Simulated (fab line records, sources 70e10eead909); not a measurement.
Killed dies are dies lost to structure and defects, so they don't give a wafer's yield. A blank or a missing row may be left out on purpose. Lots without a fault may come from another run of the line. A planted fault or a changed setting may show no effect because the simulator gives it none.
fab line records | flow nand_harc
record lots=6 wafers=18 last_day=33
route steps=1302 shown P_GATE@196 P_CONTACT@217 END@1302
lots that met no fault: from a run of the same line without faults
start_h: hours from the record's first day to the start of the lot's first wafer shown | wait_h: hours since the lot's step before | " the same as in the row above | L1.1+2: a row that stands for several wafers | - no value, or no start given | * or withheld: withheld | < > ~ a bound
route shown NAME@n: a module of which the file shows steps, and the number in the route of the first | usual: mean/standard deviation of fault-free wafers | same: alike in all rows | chamber/n: place in a boat | sites: the reading at each site | _std_site: their standard deviation | _edge_site: outer sites' mean less inner sites' | radius_mm: how far each site lies from the wafer's centre | mask NAME#n: copy n | behind: the tool/chamber that last shaped the wafer | hold: why the lot was held/for how many hours/how that ended | device: the transistor (n, p or np) that didn't switch | end of line: the same wafers' tests at the end of the route | a step without rows: its recipe alone | killed: dies lost to structure and defects at the first sort, not the wafer's yield | map: a wafer's dies, x killed, . not, _ none there
set.NAME: the setting as run; set.NAME@STEP: as run at that earlier step | model.NAME: the simulator's own value behind a step, which no gauge read
lots at some steps of the route; a table a step, a row a wafer
services: from which hour (start_h, from the record's first day; less than 0 if before it) a tool's chamber was out of use, for how many hours, and why
## steps
# step NHARC_P_GATE_EBR_87
# step NHARC_P_GATE_EXPOSE_88
# recipe na=0.6 target_cd_nm=2000 dose_mj=11.87 mask_id=P_HVN
# step NHARC_P_GATE_PEB_89
# recipe peb_temp_c=118 peb_time_s=85
# step NHARC_P_GATE_DEVELOP_90
# recipe time_s=70
# step NHARC_P_GATE_CD_MEAS_91
# recipe target_cd_nm=2000 landing_energy_ev=500
# usual cd_nm=1999.8/1.1
# columns lot.wafer tool chamber start_h wait_h cd_nm
L293.1 cd_sem-01 0 148.53 - 2000.6
L293.2 " 0 " " 1998.0
L293.5 " 0 " " 2001.1
L294.1 cd_sem-02 0 164.80 - 1999.5
L294.2 " 0 " " 1997.5
L294.6 " 0 " " 2000.9
L303.1 cd_sem-03 0 259.25 - 1999.3
L303.4 " 0 " " 1998.3
L303.5 " 0 " " 1998.7
L302.3 cd_sem-03 0 260.11 - 1998.3
L302.5 " 0 " " 1998.3
L302.6 " 0 " " 1997.8
L304.1 cd_sem-02 0 260.76 - 2000.5
L304.4 " 0 " " 2000.1
L304.5 " 0 " " 1999.8
L312.2 cd_sem-01 0 342.45 - 1999.8
L312.3 " 0 " " 1999.3
L312.6 " 0 " " 1998.3
# step NHARC_P_GATE_HARDBAKE_92
# recipe temp_c=125 time_s=80
# step NHARC_P_GATE_DESCUM_93
# recipe time_s=3 o2_flow_sccm=200 ar_flow_sccm=0 bias_power_w=0 chemistry=O2
# usual chamber_pressure_mTorr=59.99/0.052 drypump_motor_current_A=6.0/0.49 oes_product_au=1.000/0.0071 rf_vpp_V=57.9/0.92 showerhead_plenum_p_Torr=1.93/0.074 throttle_valve_pct=11.311/0.0085
# columns lot.wafer tool chamber start_h wait_h chamber_pressure_mTorr drypump_motor_current_A oes_product_au rf_hours_counter_h rf_vpp_V showerhead_plenum_p_Torr throttle_valve_pct
L293.1 rie_diel-03 3 148.69 - 60.00 6.0 1.007 0.8 57.1 1.80 11.313
L293.2 " 2 " " 59.93 5.6 1.014 3.3 57.2 1.81 11.302
L293.5 " 3 " " 60.04 6.0 1.007 - 57.3 1.80 11.312
L294.1 rie_diel-03 3 164.97 - 60.02 6.0 1.010 2.8 56.6 1.80 11.313
L294.2 " 1 " " 60.03 6.7 1.005 3.3 58.1 1.92 11.312
L294.6 " 2 " " 59.95 5.6 1.006 - 55.2 1.81 11.328
L303.4 rie_diel-03 3 259.42 - 60.06 6.0 1.008 7.8 56.9 1.80 11.299
L303.1 " 1 " " 60.00 6.8 0.998 9.2 58.1 1.91 11.306
L303.5 " 2 " " 59.91 5.6 0.992 - 56.7 1.80 11.311
L302.3 rie_diel-12 2 260.30 - 59.89 6.5 1.002 10.9 58.9 2.03 11.311
L302.6 " 3 " " 60.02 5.9 0.999 - 57.7 1.91 11.315
L302.5 " 0 " " 59.99 4.8 0.998 - 58.3 1.89 11.298
L304.4 rie_diel-07 0 260.93 - 59.91 6.4 0.997 7.0 58.4 2.01 11.320
L304.1 " 1 " " 60.01 6.5 1.000 7.8 57.4 2.03 11.308
L304.5 " 3 " " 60.00 5.9 1.003 - 59.8 1.95 11.304
L312.3 rie_diel-12 1 342.61 - 59.92 6.2 0.999 6.2 57.5 1.95 11.315
L312.2 " 2 " " 59.99 6.5 0.999 5.6 58.5 2.03 11.318
L312.6 " 2 " " 59.99 6.5 0.996 - 57.8 2.03 11.317
# step NHARC_P_GATE_IMPLANT_94
# recipe energy_kev=60 dose_cm2=2e+15 tilt_deg=7
# step NHARC_P_GATE_STRIP_113
# recipe power_w=1500 temp_c=110 time_s=740 chemistry=N2/H2
# usual drypump_motor_current_A=5.5/0.65 heater_power_w=91/7.1
# columns lot.wafer tool chamber start_h wait_h drypump_motor_current_A heater_power_w rf_hours_counter_h
L293.2 plasma_asher-01 1 149.06 0.2 6.6 89 32
L293.1 " 0 " " 5.4 88 32
L293.5 " 0 " " 5.4 87 -
L294.1 plasma_asher-01 0 165.34 0.2 5.4 88 36
L294.2 " 1 " " 6.6 89 36
L294.6 " 1 " " 6.6 89 -
L303.1 plasma_asher-02 1 259.94 0.2 5.0 100 1
L303.4 " 0 " " 5.0 81 -
L303.5 " 1 " " 5.0 101 -
L302.3 plasma_asher-01 0 260.99 0.5 5.4 84 -
L302.5 " 1 " " 6.6 90 -
L302.6 " 0 " " 5.4 88 -
L304.1 plasma_asher-02 0 261.41 0.3 5.0 82 1
L304.4 " 0 " " 4.9 82 -
L304.5 " 0 " " 4.9 84 -
L312.2 plasma_asher-02 0 342.98 0.2 5.0 82 16
L312.3 " 1 " " 5.0 102 -
L312.6 " 1 " " 5.0 100 -
# step NHARC_P_GATE_STRIP_95
# recipe power_w=1500 temp_c=250 chemistry=O2
# step NHARC_P_GATE_STRIP_96
# recipe time_s=900 temp_c=130 chemistry=SPM
# step NHARC_P_GATE_RTA_64
# recipe temp_c=1050 time_s=1
# step NHARC_P_GATE_ETCH_77
# recipe target_depth_a=60 chemistry=dHF material=SiO2
# columns lot.wafer tool chamber start_h wait_h
L293.1+2+5 wet_bench-01 5,6,1 150.54 0.2
L294.1+6+2 wet_bench-02 6,0,1 166.82 0.2
L303.5+4+1 wet_bench-02 1,3,5 261.42 0.1
L302.6+3+5 wet_bench-04 5,6,1 262.11 0.0
L304.4+5+1 wet_bench-02 6,0,1 262.88 0.1
L312.6+3+2 wet_bench-01 4,6,7 344.47 0.0
# step NHARC_P_GATE_DEGAS_109
# recipe temp_c=300 time_s=60
# usual heater_power_w=448/48
# columns lot.wafer tool chamber start_h wait_h heater_power_w
L293.1 pvd_sputter-01 - 150.64 0.1 431
L293.2 " - " " 426
L293.5 " - " " 429
L294.2 pvd_sputter-02 - 166.92 0.1 470
L294.1 " - " " 497
L294.6 " - " " 483
L303.1 pvd_sputter-01 - 261.53 0.1 441
L303.4 " - " " 547
L303.5 " - " " 439
L302.3 pvd_sputter-03 - 262.21 0.1 471
L302.6 " - " " 471
L302.5 " - " " 410
L304.1 pvd_sputter-02 - 262.98 0.1 489
L304.4 " - " " 407
L304.5 " - " " 498
L312.3 pvd_sputter-01 - 344.57 0.1 432
L312.2 " - " " 454
L312.6 " - " " 430
# step NHARC_P_GATE_PRE_CLEAN_110
# recipe time_s=30 bias_v=200 gas=Ar
# step NHARC_P_GATE_SPUTTER_78
# recipe target_thk_a=100 material=Ni
# step NHARC_P_GATE_SPUTTER_79
# recipe target_thk_a=100 material=TiN
# step NHARC_P_GATE_RTA_80
# recipe temp_c=300 time_s=30
# usual lamp_power_pct=2.22/0.16 lamp_zone_4_pct=2.22/0.16 wafer_temp_C_max=302.0/0.46
# columns lot.wafer tool chamber start_h wait_h lamp_power_pct lamp_zone_4_pct wafer_temp_C_max
L293.1 rtp_anneal-02 0 150.97 - 2.04 2.04 302.1
L293.2 " 0 " " 2.04 2.04 301.8
L293.5 " 0 " " 2.04 2.04 302.1
L294.1 rtp_anneal-01 0 167.21 - 2.37 2.37 302.8
L294.2 " 0 " " 2.37 2.37 302.4
L294.6 " 0 " " 2.37 2.37 302.6
L303.1 rtp_anneal-02 0 261.82 - 2.04 2.04 302.4
L303.4 " 0 " " 2.04 2.04 301.7
L303.5 " 0 " " 2.04 2.04 301.5
L302.3 rtp_anneal-01 0 262.56 - 2.37 2.37 303.0
L302.5 " 0 " " 2.37 2.37 302.9
L302.6 " 0 " " 2.37 2.37 302.1
L304.1 rtp_anneal-01 0 263.28 - 2.37 2.37 302.2
L304.4 " 0 " " 2.37 2.37 302.2
L304.5 " 0 " " 2.37 2.37 301.5
L312.2 rtp_anneal-02 0 344.90 - 2.04 2.04 301.9
L312.3 " 0 " " 2.04 2.05 302.1
L312.6 " 0 " " 2.05 2.04 301.6
# step NHARC_P_GATE_STRIP_67
# recipe time_s=600 temp_c=130 chemistry=SPM
# step NHARC_P_GATE_RTA_82
# recipe temp_c=450 time_s=30
# usual lamp_power_pct=4.3/0.32 lamp_zone_4_pct=4.3/0.32 wafer_temp_C_max=452.8/0.63
# columns lot.wafer tool chamber start_h wait_h lamp_power_pct lamp_zone_4_pct wafer_temp_C_max
L293.1 rtp_anneal-01 0 151.46 - 4.7 4.7 453.7
L293.2 " 0 " " 4.7 4.7 453.0
L293.5 " 0 " " 4.7 4.7 453.0
L294.1 rtp_anneal-01 0 167.67 - 4.7 4.7 452.6
L294.2 " 0 " " 4.7 4.7 452.6
L294.6 " 0 " " 4.7 4.7 452.9
L303.1 rtp_anneal-02 0 262.28 - 4.0 4.0 453.0
L303.4 " 0 " " 4.0 4.0 452.6
L303.5 " 0 " " 4.0 4.0 452.7
L302.3 rtp_anneal-02 0 263.02 - 4.0 4.0 451.9
L302.5 " 0 " " 4.0 4.0 452.3
L302.6 " 0 " " 4.0 4.0 452.7
L304.1 rtp_anneal-02 0 263.74 - 4.0 4.0 452.4
L304.4 " 0 " " 4.0 4.0 452.3
L304.5 " 0 " " 4.0 4.0 452.4
L312.2 rtp_anneal-02 0 345.36 - 4.0 4.0 452.2
L312.3 " 0 " " 4.0 4.0 453.0
L312.6 " 0 " " 4.0 4.0 452.4
# step NHARC_P_GATE_INSPECT_68
# usual raw_defect_count=199/72
# columns lot.wafer tool chamber start_h wait_h raw_defect_count
L293.1 defect_inspect-02 - 151.66 0.2 275
L293.2 " - " " 201
L293.5 " - " " 409
L294.1 defect_inspect-01 - 167.87 0.2 182
L294.2 " - " " 206
L294.6 " - " " 280
L303.1 defect_inspect-01 - 262.47 0.2 544
L303.4 " - " " 600
L303.5 " - " " 604
L302.3 defect_inspect-01 - 263.16 0.1 203
L302.5 " - " " 149
L302.6 " - " " 143
L304.1 defect_inspect-02 - 263.94 0.2 654
L304.4 " - " " 591
L304.5 " - " " 620
L312.2 defect_inspect-02 - 345.53 0.1 146
L312.3 " - " " 135
L312.6 " - " " 180
# step NHARC_P_CONTACT_DEP_30
# recipe target_thk_a=300 temp_c=400 target_thk_nm=30 flow_sccm=200 rf_w=450 material=SiNx
# step NHARC_END_SORT_01
# recipe temp_c=25
# usual killed_at_array=54/20 killed_at_other=0.9/1.1 killed_at_periphery=3.8/2.4 killed_dies=58/20 killed_open=3.5/1.9 killed_short=2.5/1.6
# same gross_dies=677
# columns lot.wafer tool chamber start_h wait_h killed_at_array killed_at_other killed_at_periphery killed_dies killed_open killed_short
L303.1 prober-01 0 697.96 2.5 97 0 70 167 1 3
L303.4 prober-01 0 700.33 3.4 79 1 84 164 3 2
L303.5 prober-01 0 701.13 3.7 73 1 64 138 3 1
L304.1 prober-01 0 705.72 2.5 25 1 73 99 3 4
L304.4 prober-01 0 708.16 3.4 20 0 63 83 4 2
L304.5 prober-01 0 708.97 3.8 18 0 86 104 4 3
# killed by level:class
L303.1 P_GATE:unspecified=67 A_CHANNEL_HOLE_D1:chamber_film_flake=37 A_SLIT:chamber_film_flake=27 A_CHANNEL_HOLE_D2:chamber_film_flake=16 A_STAIRCASE:chamber_film_flake=5 A_CONTACT:chamber_film_flake=4 A_M0:chamber_film_flake=2 A_CHANNEL_HOLE_D1:geometric_particle:open=1
L303.4 P_GATE:unspecified=80 A_SLIT:chamber_film_flake=29 A_CHANNEL_HOLE_D1:chamber_film_flake=22 A_CHANNEL_HOLE_D2:chamber_film_flake=11 A_STAIRCASE:chamber_film_flake=4 A_CONTACT:chamber_film_flake=4 P_ZERO_WELL:chamber_film_flake=2 A_WL_FILL:chamber_film_flake=2
L303.5 P_GATE:unspecified=64 A_CHANNEL_HOLE_D1:chamber_film_flake=26 A_CHANNEL_HOLE_D2:chamber_film_flake=23 A_SLIT:chamber_film_flake=13 A_STAIRCASE:chamber_film_flake=3 A_CONTACT:chamber_film_flake=3 A_CHANNEL_FILL_D1:geometric_particle:open=1 A_CHANNEL_HOLE_D1:geometric_particle:open=1
L304.1 P_GATE:unspecified=71 A_CHANNEL_HOLE_D1:chamber_film_flake=11 A_WL_FILL:geometric_particle:short=2 P_GATE:chamber_film_flake=2 A_SLIT:chamber_film_flake=2 A_CONTACT:chamber_film_flake=2 A_CHANNEL_HOLE_D1:geometric_particle:open=1 A_DECK1_JOINT:geometric_particle:short=1
L304.4 P_GATE:unspecified=63 A_CONTACT:chamber_film_flake=5 A_CHANNEL_HOLE_D1:chamber_film_flake=3 A_CHANNEL_HOLE_D2:chamber_film_flake=2 A_ONON_D1:geometric_particle:short=1 A_CHANNEL_FILL_D2:geometric_particle:open=1 A_SGD_CUT:geometric_particle:open=1 A_SGD_CUT:geometric_particle:short=1
L304.5 P_GATE:unspecified=84 A_CHANNEL_HOLE_D1:chamber_film_flake=4 A_SLIT:chamber_film_flake=3 A_CONTACT:chamber_film_flake=3 A_ONON_D2:geometric_particle:open=2 P_CONTACT:geometric_particle:short=1 A_SOURCE_PLATE:geometric_particle:short=1 A_ONON_D1:geometric_particle:short=1
# map L303.1 (x killed, . not)
____________.____________
_________......._________
_______........x.._______
______.............______
_____............x.._____
____.................____
____.......x......x..____
___...x...x....x......___
___....x..............___
__........x............__
__..........x..........__
_.........xx.....x......_
_........xxxxxx.xx......_
_.........xxxx..x......._
_.......x.xxxx.........._
_x.....x.x.xxxx........._
.........x.xxx.x.........
..........x.xxxx.........
.........x...............
...........x.............
.........................
_..............x........_
_.................xx...._
_....xxxxx......x...x..._
_....xxxxx......xxxx.xxx_
_...xxx..x.....xxxxxxxxx_
__x.xxxxxxx..x.xxxxxxxx__
__..xxxxxx...x..xxxxxxx__
___..xxxxxx....xxxxxxx___
___...xxxx.x.....xxxxx___
____..xxxx.x...xxxxxx____
____..xxx.......xxxxx____
_____..........x.xxx_____
______.........xxxx______
_______.........x._______
_________......._________
____________.____________
# map L304.5 (x killed, . not)
____________.____________
_________......._________
_______..........._______
______..........xx.______
_____..............._____
____............x....____
____......x..........____
___..x................___
___...................___
__.....................__
__.....................__
_...........xxx........._
_...............x......._
_.........xx.x.........._
_.........xx.xx........._
_.........xxxxx........._
.......x.xxxxxxx.........
........xxxxxxx..........
........xxxxxxxxx........
........xxxxxxxx.........
x......xxxxxxxxx.........
_.......xxxxxxxxx......._
_.xx......xxxxxx........_
_........xxxxxxx........_
_x.......x.xxxxx........_
_x.....x.....x.........._
__..x.....x.x....x.....__
__.....................__
___...................___
___...................___
____.................____
____......x..........____
_____.........x....._____
______.............______
_______..........._______
_________...x..._________
____________.____________
## services
# columns tool chamber start_h hours kind
pvd_sputter-01 - 129.67 5.2 repair
rie_diel-03 3 130.39 3.5 repair
rie_diel-07 3 143.69 3.9 repair
pvd_sputter-02 - 149.27 9.7 repair
rie_diel-03 1 149.36 15.5 repair
rie_diel-12 0 154.96 13.8 repair
pvd_sputter-03 - 170.13 10.0 pm
pvd_sputter-01 - 189.82 7.3 repair
rie_diel-12 1 190.87 25.7 repair
pvd_sputter-03 - 192.50 1.2 repair
pvd_sputter-01 - 226.00 10.0 pm
wet_bench-02 - 244.00 8.0 pm
plasma_asher-02 - 249.07 9.0 pm
wet_bench-04 - 249.09 8.0 pm
wet_bench-02 - 257.79 0.5 repair
rie_diel-12 - 268.40 9.0 pm
plasma_asher-02 - 271.47 13.1 repair
pvd_sputter-01 - 275.51 0.8 repair
wet_bench-01 - 277.64 8.0 pm
rie_diel-03 - 281.30 9.0 pm
pvd_sputter-02 - 282.00 10.0 pm
rie_diel-12 - 303.82 0.9 repair
rie_diel-03 1 321.44 3.8 repair
plasma_asher-01 - 343.11 9.0 pm
## key
first_sign step=NHARC_P_GATE_INSPECT_68 reading=raw_defect_count direction=up sigmas=5.6 usual=199 struck=602
effect step=NHARC_END_SORT_01 reading=killed_at_periphery direction=up sigmas=29 usual=3.8 struck=73.3
more_kills_born_at NHARC_P_GATE_ETCH_77@wet_bench-02=429
met_at NHARC_P_GATE_ETCH_77
struck_wafers L303.1,L303.4,L303.5,L304.1,L304.4,L304.5
tester_left_out L303,L304
onset_between 166.82 261.42
fault kind=chamber_particle_source tool=wet_bench-02 chamber=- onset_h=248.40 steps=NHARC_P_GATE_ETCH_77 rate_per_visit_cm2=0.70474 end_h=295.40
# tester_left_out: of these lots the tester's yield and bins aren't shown, on N5 and GAA mostly nor the transistor test; their killed dies are dies lost to structure and defects alone, not to doping, threshold or leakage, so they don't give the yield
